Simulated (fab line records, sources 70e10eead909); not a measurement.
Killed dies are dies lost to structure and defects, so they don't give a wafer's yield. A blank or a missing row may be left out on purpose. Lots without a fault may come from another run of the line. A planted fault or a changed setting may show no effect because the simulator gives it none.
fab line records | flow nand_harc | part 1 of 2: steps 1 to 19 of 27
record lots=5 wafers=15 last_day=31
route steps=1302 shown A_STAIRCASE@826
lots that met no fault: from a run of the same line without faults
start_h: hours from the record's first day to the start of the lot's first wafer shown | wait_h: hours since the lot's step before | " the same as in the row above | L1.1+2: a row that stands for several wafers | - no value, or no start given | * or withheld: withheld | < > ~ a bound
route shown NAME@n: a module of which the file shows steps, and the number in the route of the first | usual: mean/standard deviation of fault-free wafers | same: alike in all rows | chamber/n: place in a boat | sites: the reading at each site | _std_site: their standard deviation | _edge_site: outer sites' mean less inner sites' | radius_mm: how far each site lies from the wafer's centre | mask NAME#n: copy n | behind: the tool/chamber that last shaped the wafer | hold: why the lot was held/for how many hours/how that ended | device: the transistor (n, p or np) that didn't switch | end of line: the same wafers' tests at the end of the route | a step without rows: its recipe alone | killed: dies lost to structure and defects at the first sort, not the wafer's yield | map: a wafer's dies, x killed, . not, _ none there
set.NAME: the setting as run; set.NAME@STEP: as run at that earlier step | model.NAME: the simulator's own value behind a step, which no gauge read
lots at some steps of the route; a table a step, a row a wafer
services: from which hour (start_h, from the record's first day; less than 0 if before it) a tool's chamber was out of use, for how many hours, and why
## steps
# step NHARC_A_STAIRCASE_PEB_308
# recipe peb_temp_c=115 peb_time_s=130
# usual chill_plate_temp_C=23.00/0.11 resist_line_temp_C=23.02/0.1
# columns lot.wafer tool chamber start_h wait_h chill_plate_temp_C resist_line_temp_C
L078.2 litho_track-02 0 426.11 0.1 23.04 23.08
L078.3 " 0 " " 23.04 23.11
L078.4 " 0 " " 23.04 23.00
L081.2 litho_track-02 0 455.28 0.1 23.03 22.95
L081.4 " 0 " " 23.07 23.15
L081.5 " 0 " " 23.01 22.94
L082.1 litho_track-05 0 473.82 0.1 22.82 23.04
L082.3 " 0 " " 22.93 23.17
L082.5 " 0 " " 23.09 22.95
L085.3 litho_track-02 0 487.24 0.0 22.96 22.95
L085.4 " 0 " " 22.94 23.15
L085.5 " 0 " " 22.99 23.07
L091.1 litho_track-03 0 554.97 0.1 23.06 23.11
L091.3 " 0 " " 23.09 23.05
L091.4 " 0 " " 23.05 22.91
# step NHARC_A_STAIRCASE_DEVELOP_309
# recipe time_s=140
# usual chill_plate_temp_C=23.00/0.1 resist_line_temp_C=22.98/0.095
# columns lot.wafer tool chamber start_h wait_h chill_plate_temp_C resist_line_temp_C
L078.2 litho_track-02 0 - - 23.08 23.05
L078.3 " 0 " " 23.11 23.04
L078.4 " 0 " " 23.26 23.13
L081.2 litho_track-02 0 - - 23.05 22.88
L081.4 " 0 " " 23.01 22.87
L081.5 " 0 " " 23.08 22.97
L082.1 litho_track-05 0 - - 22.95 22.92
L082.3 " 0 " " 22.96 22.92
L082.5 " 0 " " 22.80 23.09
L085.3 litho_track-02 0 - - 22.88 22.94
L085.4 " 0 " " 22.92 22.97
L085.5 " 0 " " 22.89 22.95
L091.1 litho_track-03 0 - - 22.98 22.93
L091.3 " 0 " " 23.05 22.89
L091.4 " 0 " " 23.00 23.07
# step NHARC_A_STAIRCASE_HARDBAKE_311
# recipe temp_c=120 time_s=140
# usual chill_plate_temp_C=23.01/0.12 resist_line_temp_C=22.99/0.11
# columns lot.wafer tool chamber start_h wait_h chill_plate_temp_C resist_line_temp_C
L078.2 litho_track-03 0 426.33 - 22.99 23.00
L078.3 " 0 " " 23.07 22.99
L078.4 " 0 " " 23.01 23.08
L081.2 litho_track-05 0 455.50 - 23.00 22.94
L081.4 " 0 " " 23.09 23.05
L081.5 " 0 " " 23.08 23.02
L082.1 litho_track-02 0 474.05 - 22.93 23.04
L082.3 " 0 " " 22.90 22.91
L082.5 " 0 " " 22.82 22.81
L085.3 litho_track-05 0 487.47 - 23.01 23.20
L085.4 " 0 " " 22.87 23.12
L085.5 " 0 " " 23.02 23.07
L091.1 litho_track-03 0 555.19 - 23.16 22.90
L091.3 " 0 " " 23.02 22.92
L091.4 " 0 " " 23.03 22.90
# step NHARC_A_STAIRCASE_DESCUM_312
# recipe time_s=3 o2_flow_sccm=200 ar_flow_sccm=0 bias_power_w=0 chemistry=O2
# usual chamber_pressure_mTorr=60.00/0.056 drypump_motor_current_A=5.7/0.46 oes_product_au=0.998/0.011 rf_vpp_V=57.9/0.89 showerhead_plenum_p_Torr=1.93/0.096 throttle_valve_pct=11.311/0.0095
# columns lot.wafer tool chamber start_h wait_h chamber_pressure_mTorr drypump_motor_current_A oes_product_au rf_hours_counter_h rf_vpp_V showerhead_plenum_p_Torr throttle_valve_pct
L078.2 rie_diel-11 1 426.80 - 59.95 5.4 1.018 49 57.5 1.96 11.315
L078.4 " 2 " " 59.98 6.1 1.000 53 57.5 1.76 11.307
L078.3 " 0 " " 60.07 5.4 1.009 46 57.5 2.03 11.304
L081.4 rie_diel-11 0 455.67 - 60.05 5.4 0.997 3 59.0 2.03 11.316
L081.2 " 3 " " 60.01 6.2 0.999 3 58.0 1.81 11.286
L081.5 " 1 " " 59.93 5.4 1.015 - 56.9 1.96 11.323
L082.3 rie_diel-10 3 474.21 - 60.06 6.7 0.986 13 59.2 1.98 11.294
L082.1 " 2 " " 60.02 5.1 0.996 18 58.4 2.07 11.319
L082.5 " 0 " " 60.07 5.5 0.977 - 58.0 1.97 11.310
L085.4 rie_diel-10 2 487.55 - 59.97 5.1 1.013 22 58.4 2.07 11.315
L085.3 " 0 " " 59.96 5.5 0.998 22 56.4 1.97 11.297
L085.5 " 3 " " 60.04 6.8 0.998 - 57.6 1.98 11.311
L091.1 rie_diel-02 3 555.28 - 60.04 5.3 0.992 53 55.8 1.88 11.315
L091.3 " 0 " " 59.96 6.0 0.980 53 55.6 1.78 11.294
L091.4 " 2 " " 60.03 6.2 0.988 57 58.1 1.96 11.324
# step NHARC_A_STAIRCASE_ETCH_313
# recipe cf4_flow_sccm=100 chf3_flow_sccm=30 ar_flow_sccm=0 rf_w=500 bias_w=200 chemistry=CF4/CHF3
# usual cf4_flow_sccm=100.0/0.34 chamber_pressure_mTorr=25.003/0.024 drypump_motor_current_A=5.7/0.45 oes_product_au=0.931/0.018 rf_vpp_V=371.0/2.5 showerhead_plenum_p_Torr=1.59/0.074 throttle_valve_pct=16.802/0.0088
# columns lot.wafer tool chamber start_h wait_h cf4_flow_sccm chamber_pressure_mTorr drypump_motor_current_A oes_product_au rf_hours_counter_h rf_vpp_V showerhead_plenum_p_Torr throttle_valve_pct
L078.4 rie_diel-11 3 426.94 0.1 100.2 24.970 6.2 0.929 50 367.4 1.49 16.797
L078.2 " 0 " " 99.6 25.036 5.3 0.935 46 373.4 1.66 16.808
L078.3 " 1 " " 100.0 24.986 5.4 0.922 49 371.9 1.61 16.798
L081.4 rie_diel-11 2 455.78 0.1 99.6 25.025 6.0 0.964 3 375.7 1.70 16.808
L081.2 " 3 " " 99.6 24.980 6.3 0.958 3 367.7 1.49 16.816
L081.5 " 1 " " 100.1 25.044 5.4 0.960 - 371.0 1.61 16.815
L082.1 rie_diel-10 0 474.31 0.1 100.6 25.013 5.5 0.919 18 371.2 1.62 16.803
L082.3 " 1 " " 99.9 25.018 6.5 0.917 17 369.0 1.51 16.792
L082.5 " 2 " " 99.9 24.994 5.1 0.931 - 374.9 1.70 16.796
L085.4 rie_diel-10 3 487.63 0.1 100.1 24.968 6.8 0.921 18 373.0 1.63 16.802
L085.3 " 1 " " 100.0 25.009 6.4 0.915 21 369.1 1.50 16.808
L085.5 " 3 " " 100.5 24.972 6.7 0.924 - 372.0 1.63 16.814
L091.3 rie_diel-02 3 555.37 0.1 99.7 24.984 5.3 0.912 53 368.8 1.55 16.802
L091.1 " 0 " " 100.0 24.997 6.0 0.901 53 366.6 1.47 16.784
L091.4 " 2 " " 100.0 24.975 6.2 0.915 57 372.2 1.61 16.809
# step NHARC_A_STAIRCASE_HM_OPEN_463
# recipe o2_flow_sccm=400 cos_flow_sccm=20 ar_flow_sccm=0 rf_w=500 bias_w=300 chemistry=O2/COS
# usual chamber_pressure_mTorr=20.000/0.017 drypump_motor_current_A=5.7/0.45 oes_product_au=0.998/0.0097 rf_vpp_V=468/3.2 showerhead_plenum_p_Torr=3.16/0.14 throttle_valve_pct=28.330/0.0096
# columns lot.wafer tool chamber start_h wait_h chamber_pressure_mTorr drypump_motor_current_A oes_product_au rf_hours_counter_h rf_vpp_V showerhead_plenum_p_Torr throttle_valve_pct
L078.2 rie_diel-11 2 - - 20.016 6.1 1.015 53 462 2.89 28.339
L078.3 " 3 " " 19.999 6.3 1.001 50 463 2.97 28.333
L078.4 " 0 " " 19.985 5.4 0.993 46 471 3.30 28.333
L081.4 rie_diel-11 0 - - 20.008 5.4 1.004 3 471 3.30 28.322
L081.2 " 1 " " 20.008 5.4 1.019 3 468 3.19 28.342
L081.5 " 1 " " 19.995 5.4 1.019 - 469 3.19 28.343
L082.3 rie_diel-10 1 - - 20.030 6.5 1.000 17 465 2.99 28.311
L082.1 " 3 " " 19.997 6.8 1.000 13 470 3.23 28.336
L082.5 " 0 " " 19.985 5.5 1.004 - 470 3.21 28.337
L085.3 rie_diel-10 1 - - 19.986 6.4 1.006 21 466 2.99 28.342
L085.4 " 0 " " 20.014 5.5 0.994 23 468 3.21 28.313
L085.5 " 2 " " 20.005 5.1 1.012 - 472 3.36 28.319
L091.1 rie_diel-02 0 - - 19.985 6.0 0.986 53 463 2.92 28.327
L091.3 " 2 " " 19.992 6.3 0.983 57 470 3.20 28.343
L091.4 " 3 " " 19.960 5.3 0.994 53 467 3.08 28.337
# step NHARC_A_STAIRCASE_STRIP_464
# recipe o2_flow_sccm=400 cos_flow_sccm=20 ar_flow_sccm=0 bias_w=0 chemistry=O2/COS
# columns lot.wafer tool chamber start_h wait_h
L078.4+2+3 rie_diel-11 0,1,2 - -
L081.2+4+5 rie_diel-11 0,1,0 - -
L082.1+3+5 rie_diel-10 2,3,2 - -
L085.4+3+5 rie_diel-10 0,3,0 - -
L091.4+1+3 rie_diel-02 3,0,2 - -
# step NHARC_A_STAIRCASE_ETCH_453
# recipe target_depth_a=300 overetch_a=30 time_s=16.5 ion_energy_ev=100 cf4_flow_sccm=80 o2_flow_sccm=20 ar_flow_sccm=0 rf_w=300 bias_w=100 chemistry=CF4/O2
# usual cf4_flow_sccm=80.01/0.24 chamber_pressure_mTorr=29.995/0.027 drypump_motor_current_A=5.8/0.46 oes_product_au=0.998/0.0095 rf_vpp_V=198.3/1.6 showerhead_plenum_p_Torr=1.35/0.063 throttle_valve_pct=13.398/0.0088
# columns lot.wafer tool chamber start_h wait_h cf4_flow_sccm chamber_pressure_mTorr drypump_motor_current_A oes_product_au rf_hours_counter_h rf_vpp_V showerhead_plenum_p_Torr throttle_valve_pct
L078.3 rie_diel-11 0 - - 80.23 29.991 5.4 1.000 47 199.6 1.41 13.402
L078.2 " 1 " " 79.95 30.025 5.4 1.004 50 198.4 1.37 13.391
L078.4 " 3 " " 80.27 29.925 6.2 1.007 50 196.7 1.27 13.397
L081.4 rie_diel-11 3 - - 80.06 30.026 6.3 1.002 3 196.1 1.27 13.404
L081.2 " 1 " " 79.72 30.014 5.4 1.009 3 198.1 1.36 13.408
L081.5 " 3 " " 80.06 29.966 6.2 0.997 - 197.1 1.27 13.400
L082.3 rie_diel-10 3 - - 79.77 29.935 6.8 1.006 13 198.3 1.38 13.411
L082.1 " 1 " " 80.22 29.965 6.5 1.004 18 198.1 1.28 13.404
L082.5 " 0 " " 80.05 30.028 5.4 0.987 - 199.8 1.37 13.382
L085.4 rie_diel-10 0 - - 80.21 29.970 5.5 0.997 23 198.0 1.37 13.406
L085.3 " 1 " " 79.86 30.012 6.4 0.995 21 196.7 1.27 13.392
L085.5 " 1 " " 79.59 30.039 6.5 0.993 - 196.7 1.27 13.395
L091.4 rie_diel-02 0 - - 79.49 30.001 6.0 0.985 53 196.0 1.25 13.387
L091.1 " 1 " " 79.62 30.017 5.4 1.001 54 199.1 1.40 13.396
L091.3 " 2 " " 80.18 30.002 6.2 0.992 57 200.2 1.37 13.408
# step NHARC_A_STAIRCASE_ETCH_315
# recipe target_depth_a=25000 time_s=607.1 ion_energy_ev=800 c4f8_flow_sccm=80 o2_flow_sccm=60 ar_flow_sccm=withheld rf_w=600 bias_w=3000 chemistry=C4F8/O2/Ar
# usual chamber_pressure_mTorr=24.999/0.022 oes_product_au=0.932/0.0092 rf_vpp_V=1829/12
# columns lot.wafer tool chamber start_h wait_h chamber_pressure_mTorr oes_product_au rf_hours_counter_h rf_vpp_V
L078.4 rie_diel-11 0 - - 24.994 0.931 47 1843
L078.3 " 1 " " 24.973 0.930 50 1832
L078.2 " 2 " " 24.985 0.932 53 1807
L081.4 rie_diel-11 3 - - 25.013 0.936 4 1813
L081.2 " 1 " " 25.023 0.940 4 1833
L081.5 " 0 " " 24.986 0.930 - 1841
L082.3 rie_diel-10 0 - - 25.001 0.915 18 1835
L082.1 " 1 " " 24.972 0.932 18 1815
L082.5 " 0 " " 24.983 0.920 - 1834
L085.3 rie_diel-10 2 - - 24.980 0.939 22 1844
L085.4 " 0 " " 24.988 0.932 23 1834
L085.5 " 2 " " 24.993 0.935 - 1845
L091.1 rie_diel-02 3 - - 24.985 0.917 54 1822
L091.4 " 0 " " 24.992 0.919 53 1809
L091.3 " 1 " " 25.002 0.924 54 1840
# step NHARC_A_STAIRCASE_STRIP_316
# recipe o2_flow_sccm=500 ar_flow_sccm=0 bias_w=0 chemistry=O2
# usual chamber_pressure_mTorr=60.00/0.056 drypump_motor_current_A=5.8/0.47 oes_product_au=0.998/0.0092 rf_vpp_V=57.9/0.98 showerhead_plenum_p_Torr=3.58/0.16 throttle_valve_pct=17.036/0.0095
# columns lot.wafer tool chamber start_h wait_h chamber_pressure_mTorr drypump_motor_current_A oes_product_au rf_hours_counter_h rf_vpp_V showerhead_plenum_p_Torr throttle_valve_pct
L078.3 rie_diel-11 3 - - 60.01 6.3 0.994 51 56.9 3.35 17.028
L078.2 " 0 " " 59.98 5.4 0.987 47 58.5 3.73 17.040
L078.4 " 2 " " 60.06 6.1 0.995 54 57.1 3.27 17.030
L081.4 rie_diel-11 2 - - 60.02 6.1 1.006 4 58.7 3.81 17.021
L081.2 " 3 " " 60.04 6.2 1.013 4 56.6 3.35 17.033
L081.5 " 1 " " 59.97 5.4 1.023 - 58.4 3.60 17.034
L082.1 rie_diel-10 0 - - 60.03 5.5 0.988 19 58.1 3.63 17.015
L082.3 " 1 " " 59.91 6.5 0.994 18 56.8 3.38 17.037
L082.5 " 3 " " 59.92 6.8 1.001 - 57.8 3.65 17.043
L085.3 rie_diel-10 3 - - 59.98 6.8 0.989 18 57.9 3.65 17.040
L085.4 " 0 " " 59.95 5.5 0.990 23 56.7 3.63 17.041
L085.5 " 3 " " 59.88 6.7 0.989 - 57.6 3.65 17.032
L091.1 rie_diel-02 0 - - 59.98 6.0 0.984 53 57.9 3.31 17.051
L091.4 " 1 " " 60.00 5.4 0.997 55 57.9 3.71 17.021
L091.3 " 3 " " 60.05 5.3 0.998 54 58.8 3.48 17.044
# step NHARC_A_STAIRCASE_STRIP_317
# recipe time_s=900 temp_c=130 chemistry=SPM
# columns lot.wafer tool chamber start_h wait_h
L078.4+2+3 wet_bench-01 4,5,6 428.30 -
L081.4+2+5 wet_bench-03 1,3,4 457.11 -
L082.3+1+5 wet_bench-03 4,5,6 475.68 -
L085.5+4+3 wet_bench-03 1,2,4 488.89 -
L091.3+4+1 wet_bench-07 2,5,6 556.64 -
# step NHARC_A_STAIRCASE_PRECLEAN_318
# recipe time_s=* temp_c=50 bath_age_min=0 chemistry=SC1
# columns lot.wafer tool chamber start_h wait_h
L078.4+2+3 wet_bench-01 4,5,6 - -
L081.4+2+5 wet_bench-03 1,3,4 - -
L082.3+1+5 wet_bench-03 4,5,6 - -
L085.5+4+3 wet_bench-03 1,2,4 - -
L091.3+4+1 wet_bench-07 2,5,6 - -
# step NHARC_A_STAIRCASE_SRD_329
# columns lot.wafer tool chamber start_h wait_h
L078.4+2+3 wet_bench-01 4,5,6 - -
L081.4+2+5 wet_bench-03 1,3,4 - -
L082.3+1+5 wet_bench-03 4,5,6 - -
L085.5+4+3 wet_bench-03 1,2,4 - -
L091.3+4+1 wet_bench-07 2,5,6 - -
# step NHARC_A_STAIRCASE_ALD_415
# recipe target_thk_a=300 pulse_time_s=6 ald_cycles=300 temp_c=300 material=SiO2
# usual heater_power_w=479/38 precursor_pulse_height_rel=1.001/0.019
# columns lot.wafer tool chamber start_h wait_h heater_power_w precursor_pulse_height_rel since_wet_clean_h
L078.3 ald_hk-03 2 428.79 0.1 460 0.967 25
L078.4 " 3 " " 549 1.021 25
L078.2 " 0 " " 511 0.997 26
L081.4 ald_hk-04 2 457.61 0.1 508 0.995 14
L081.2 " 0 " " 450 0.985 15
L081.5 " 2 " " 513 0.972 -
L082.3 ald_hk-01 2 476.19 0.1 550 0.996 168
L082.1 " 0 " " 475 1.002 169
L082.5 " 3 " " 475 0.999 -
L085.4 ald_hk-01 0 492.46 3.1 461 0.999 5
L085.3 " 1 " " 447 1.005 6
L085.5 " 1 " " 431 1.014 -
L091.3 ald_hk-03 0 557.47 0.4 523 0.985 154
L091.4 " 1 " " 512 0.986 154
L091.1 " 2 " " 467 1.033 154
# step NHARC_A_STAIRCASE_ETCHBACK_416
# recipe target_depth_a=360 time_s=7.2 c4f8_flow_sccm=withheld o2_flow_sccm=8 ar_flow_sccm=withheld rf_w=600 bias_w=800 chemistry=C4F8/O2/Ar
# usual chamber_pressure_mTorr=24.997/0.023 oes_product_au=0.937/0.027 rf_vpp_V=725/4.8
# columns lot.wafer tool chamber start_h wait_h chamber_pressure_mTorr oes_product_au rf_hours_counter_h rf_vpp_V
L078.3 rie_diel-02 1 - - 25.017 0.925 9 728
L078.4 " 2 " " 24.963 0.922 11 725
L078.2 " 3 " " 25.012 0.933 12 722
L081.4 rie_diel-11 3 - - 24.998 0.922 5 718
L081.2 " 1 " " 25.041 0.940 4 725
L081.5 " 2 " " 24.973 0.920 - 731
L082.1 rie_diel-02 3 - - 24.988 0.937 26 722
L082.3 " 0 " " 25.001 0.902 29 717
L082.5 " 3 " " 25.039 0.933 - 723
L085.3 rie_diel-10 3 - - 24.971 0.915 18 727
L085.4 " 2 " " 25.015 0.917 23 732
L085.5 " 0 " " 25.002 0.910 - 725
L091.1 rie_diel-10 0 - - 25.001 0.928 45 727
L091.3 " 1 " " 24.977 0.936 45 717
L091.4 " 3 " " 25.006 0.928 41 726
# step NHARC_A_STAIRCASE_STRIP_476
# recipe time_s=20 o2_flow_sccm=500 ar_flow_sccm=0 bias_w=0 chemistry=O2
# usual chamber_pressure_mTorr=60.00/0.053 drypump_motor_current_A=5.8/0.53 oes_product_au=1.002/0.0087 rf_vpp_V=58.0/0.9 showerhead_plenum_p_Torr=3.58/0.16 throttle_valve_pct=17.036/0.0089
# columns lot.wafer tool chamber start_h wait_h chamber_pressure_mTorr drypump_motor_current_A oes_product_au rf_hours_counter_h rf_vpp_V showerhead_plenum_p_Torr throttle_valve_pct
L078.3 rie_diel-02 3 430.96 0.1 60.06 5.3 0.996 12 57.5 3.50 17.035
L078.2 " 0 " " 60.04 6.0 0.979 10 57.0 3.33 17.035
L078.4 " 1 " " 60.05 5.3 1.007 9 58.5 3.73 17.033
L081.4 rie_diel-11 2 459.80 0.1 59.89 6.1 1.007 4 59.5 3.81 17.040
L081.2 " 3 " " 60.00 6.3 1.002 5 58.4 3.35 17.033
L081.5 " 1 " " 59.93 5.4 1.011 - 57.6 3.60 17.047
L082.3 rie_diel-02 0 478.35 0.1 59.92 6.0 0.981 29 56.9 3.32 17.026
L082.1 " 3 " " 59.93 5.3 1.011 26 58.7 3.49 17.038
L082.5 " 0 " " 59.95 6.0 0.987 - 58.1 3.32 17.043
L085.4 rie_diel-10 2 494.60 0.1 59.95 5.2 1.014 23 59.7 3.79 17.051
L085.3 " 1 " " 60.07 6.5 0.991 23 57.1 3.38 17.031
L085.5 " 2 " " 60.04 5.2 1.006 - 60.0 3.79 17.029
L091.3 rie_diel-10 3 559.41 0.1 60.05 6.8 0.997 41 58.3 3.63 17.044
L091.1 " 0 " " 60.04 5.5 0.997 45 57.6 3.61 17.028
L091.4 " 1 " " 59.94 6.4 1.004 45 56.6 3.36 17.036
# step NHARC_A_STAIRCASE_DEP_417
# recipe target_thk_a=600 step_coverage_pct=20 temp_c=400 target_thk_nm=60 flow_sccm=200 rf_w=450 material=Si3N4
# usual heater_power_w=683/81
# columns lot.wafer tool chamber start_h wait_h heater_power_w since_wet_clean_h
L078.2 pecvd-03 2 431.06 - 603 52
L078.3 " 1 " " 727 52
L078.4 " 2 " " 600 -
L081.2 pecvd-02 0 459.97 - 536 39
L081.5 " 1 " " 709 -
L081.4 " 0 " " 539 -
L082.3 pecvd-03 0 478.49 - 628 99
L082.1 " 1 " " 679 100
L082.5 " 0 " " 647 -
L085.3 pecvd-04 2 494.74 - 760 31
L085.4 " 1 " " 673 -
L085.5 " 0 " " 669 -
L091.3 pecvd-02 1 559.50 - 611 138
L091.1 " 0 " " 542 139
L091.4 " 2 " " 713 -
# step NHARC_A_STAIRCASE_WET_418
# recipe temp_c=160 target_depth_a=200 chemistry=H3PO4
# columns lot.wafer tool chamber start_h wait_h
L078.2+3+4 wet_h3po4-02 1 433.05 -
L081.2+4+5 wet_h3po4-02 1 461.88 -
L082.1+3+5 wet_h3po4-01 0 480.44 -
L085.3+4+5 wet_h3po4-02 1 495.40 -
L091.1+3+4 wet_h3po4-01 0 561.50 -
# step NHARC_A_STAIRCASE_PRECLEAN_419
# recipe time_s=* temp_c=50 bath_age_min=0 chemistry=SC1
# columns lot.wafer tool chamber start_h wait_h
L078.2+4+3 wet_bench-01 7,0,2 433.63 0.0
L081.2+4+5 wet_bench-01 1,2,4 462.47 0.0
L082.5+3+1 wet_bench-01 6,7,2 481.02 0.0
L085.4+5+3 wet_bench-03 5,6,0 495.98 0.0
L091.1+3+4 wet_bench-03 4,6,7 562.08 0.0
